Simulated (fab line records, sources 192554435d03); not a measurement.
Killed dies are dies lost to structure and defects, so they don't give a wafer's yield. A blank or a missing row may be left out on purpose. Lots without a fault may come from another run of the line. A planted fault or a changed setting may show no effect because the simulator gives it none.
A struck lot beside a sound one | flow n5_finfet | 29 steps out of a route of 1938
Sound: wafers L387.3, L387.5, L387.6. Struck: wafers L382.2, L382.4, L382.5. The cause comes at the end.
At each step with rows: each side's tool, then ch and its chambers, then its first start. Under that, the readings that differ: sound wafers | struck wafers | difference of the means | sigmas: that difference in standard deviations of wafers without a fault.
alike: readings whose means differ by less than 2 such deviations, and words and numbers that are the same on both sides. not compared: withheld readings, readings that some wafer has no value for, bounds like >300 that may hide the same value, and numbers for which the record gives no deviation and whose values overlap.
The two part at a step that has a row with sigmas, a row that says differs or no value, or rows on one side only. Numbers that don't overlap but have no deviation are shown without sigmas and don't part them. A reading that every wafer of one side lacks parts them only if that side has two wafers or more.

first, 3 steps without rows for these wafers: N5_BEOL_M0_SAQP_EXPOSE_11 (exposes mask M0 CORE, target cd 42 nm); N5_BEOL_M0_SAQP_PEB_12 (peb time 60 s); N5_BEOL_M0_SAQP_DEVELOP_13 (develop time 30 s).
N5_BEOL_M0_SAQP_CD_MEAS_14: target cd 42.5 nm.
  sound on cd_sem-01 ch 0, day 10 01:38; struck on cd_sem-02 ch 0, day 8 20:29
  alike: cd_nm
N5_BEOL_M0_SAQP_OVL_MEAS_15:
  sound on overlay-02 ch 0, day 10 01:39; struck on overlay-01 ch 0, day 8 20:31
  alike: M0_CORE_OVL
N5_BEOL_M0_SAQP_INSPECT_16: inspects for defects (brightfield).
  sound on defect_inspect-02, day 10 01:41; struck on defect_inspect-02, day 8 20:32
  alike: raw_defect_count
then, 6 steps without rows for these wafers: N5_BEOL_M0_SAQP_DESCUM_19 (chemistry O2, time 7.9 s); N5_BEOL_M0_SAQP_ETCH_83 (etches SiARC in CF4, target depth 39 nm, time 65 s); N5_BEOL_M0_SAQP_ETCH_84 (etches SOC in N2/H2, target depth 100 nm, overetch 20 nm, time 150 s); N5_BEOL_M0_SAQP_STRIP_80 (strips in N2/H2); N5_BEOL_M0_SAQP_HM_OPEN_112 (chemistry CHF3/O2, target SiO2, stops on a-Si, target depth 12 nm, time 13.5 s); N5_BEOL_M0_SAQP_STRIP_113 (strips in CHF3/O2).
N5_BEOL_M0_SAQP_MANDREL_ETCH_20: etches a-Si in HBr/Cl2, stops on SiNx, target depth 60 nm, bt time 10 s, time 30 s.
  sound on rie_si-04 ch 0,3, day 10 01:59; struck on rie_si-03 ch 0,1, day 8 20:51
  no value came back on the struck wafers for any of 5 readings (HBr_flow_sccm (sccm), bias_w (W) and others); on the sound wafers HBr_flow_sccm (sccm) reads 150.3 149.8 150.5
  reading                                         | sound          | struck            | difference | sigmas
  model.SOC_of_BEOL_M0_SAQP_COAT_81.thk_nm (nm)   | 76 75.8 76.8   | 100.4 100.2 100.2 | +24.1      |
  model.SiNx_of_BEOL_M0_SAQP_PECVD_97.thk_nm (nm) | 17.8 18.4 18.6 | 23 23.2 23.2      | +5         |
  not compared: rf_hours_counter_h
then, 4 steps without rows for these wafers: N5_BEOL_M0_SAQP_STRIP_86 (strips in N2/H2); N5_BEOL_M0_SAQP_STRIP_115 (strips in post etch residue remover, time 60 s); N5_BEOL_M0_SAQP_SRD_93 (time 30 s); N5_BEOL_M0_SAQP_RECESS_114 (chemistry HF/NH3, target SiO2, target depth 14.4 nm, afs cycles 3, sublimation time 60 s).
N5_BEOL_M0_SAQP_SPACER1_ALD_98: deposits SiO2, target thk 12.8 nm, pulse time 1 s, purge time 2 s.
  sound on ald_sin-02 ch 0,1,3, day 10 02:36; struck on ald_sin-02 ch 0,1,3, day 8 22:20
  alike: heater_power_w, precursor_pulse_height_rel
N5_BEOL_M0_SAQP_SPACER1_ETCHBACK_99: etches SiO2 in CHF3/O2, target depth 15.4 nm, time 7.7 s.
  sound on rie_diel-03 ch 0,1,3, day 10 03:05; struck on rie_diel-02 ch 1,2,3, day 8 22:50
  reading                | sound             | struck            | difference | sigmas
  oes_product_au (a.u.)  | 0.79 0.74 0.98    | 0.37 0.36 0.28    | -0.50      | -5
  throttle_valve_pct (%) | 18.89 19.08 18.64 | 18.23 18.25 18.33 | -0.60      | -2
  alike: CHF3_flow_sccm, O2_flow_sccm, drypump_motor_current_A, rf_vpp_V, showerhead_plenum_p_Torr
  not compared: rf_hours_counter_h
N5_BEOL_M0_SAQP_MANDREL1_REMOVE_100: chemistry HBr/Cl2/O2, target a-Si, stops on SiNx, bt time 10 s.
  sound on rie_si-03 ch 1,2, day 10 03:10; struck on rie_si-02 ch 1,2,3, day 8 22:55
  alike: O2_flow_sccm, drypump_motor_current_A, oes_product_au, throttle_valve_pct
  not compared: rf_hours_counter_h
N5_BEOL_M0_SAQP_CD_MEAS_25: target cd 13.1 nm.
  sound on cd_sem-03 ch 0, day 10 03:17; struck on cd_sem-01 ch 0, day 8 23:02
  reading    | sound             | struck | difference                    | sigmas
  cd_nm (nm) | 12.97 12.74 12.63 | - - -  | no value on the struck wafers |
then, 2 steps without rows for these wafers: N5_BEOL_M0_SAQP_ETCH_101 (etches SiNx in CH3F/O2, target depth 29.9 nm, time 42.7 s); N5_BEOL_M0_SAQP_ETCH_102 (etches SiO2 in CF4, target depth 4 nm, time 4.4 s).
N5_BEOL_M0_SAQP_MANDREL_ETCH_103: etches a-Si in HBr/Cl2, stops on SiCN, target depth 45 nm, bt time 10 s, time 27 s.
  sound on rie_si-02 ch 0,1,2, day 10 03:27; struck on rie_si-04 ch 1,2, day 8 23:14
  alike: HBr_flow_sccm, bias_w, drypump_motor_current_A, oes_product_au, throttle_valve_pct
  not compared: rf_hours_counter_h
N5_BEOL_M0_SAQP_RECESS_104: chemistry HF/NH3, target SiO2, target depth 18 nm, afs cycles 3, sublimation time 60 s.
  sound on vapor_etch-01 ch 0,1, day 10 03:39; struck on vapor_etch-02 ch 0,1, day 8 23:19
  alike: drypump_motor_current_A
then, 1 step without rows for these wafers: N5_BEOL_M0_SAQP_COAT_105 (time 60 s, resist thk 100 nm).
N5_BEOL_M0_SAQP_ETCH_106: etches SOC in N2/H2, stops on SiNx, target depth 150 nm.
  sound on rie_diel-04 ch 1,2, day 10 03:59; struck on rie_diel-03 ch 0,2,3, day 8 23:46
  reading                                         | sound          | struck       | difference | sigmas
  model.SiNx_of_BEOL_M0_SAQP_PECVD_97.thk_nm (nm) | 14.8 15.4 15.6 | 20 20.2 20.2 | +5         |
  alike: bias_w, chamber_pressure_mTorr, drypump_motor_current_A, oes_product_au, rf_vpp_V, showerhead_plenum_p_Torr, throttle_valve_pct
  not compared: rf_hours_counter_h
N5_BEOL_M0_SAQP_ETCH_107: etches SiNx in CH3F/O2, target depth 30 nm.
  sound on rie_diel-04 ch 1,2, day 10 04:02; struck on rie_diel-03 ch 0,2,3, day 8 23:50
  alike: CH3F_flow_sccm, O2_flow_sccm, drypump_motor_current_A, oes_product_au, rf_vpp_V, showerhead_plenum_p_Torr, throttle_valve_pct
  not compared: rf_hours_counter_h
N5_BEOL_M4_RC_MEAS_101:
  the record has rows for the sound wafers here (prober-02 ch 0, day 12 16:58) and none for the struck ones

WHERE THEY PART
First at N5_BEOL_M0_SAQP_MANDREL_ETCH_20; last, within this record, at N5_BEOL_M4_RC_MEAS_101.

WHY: what the simulator had put in
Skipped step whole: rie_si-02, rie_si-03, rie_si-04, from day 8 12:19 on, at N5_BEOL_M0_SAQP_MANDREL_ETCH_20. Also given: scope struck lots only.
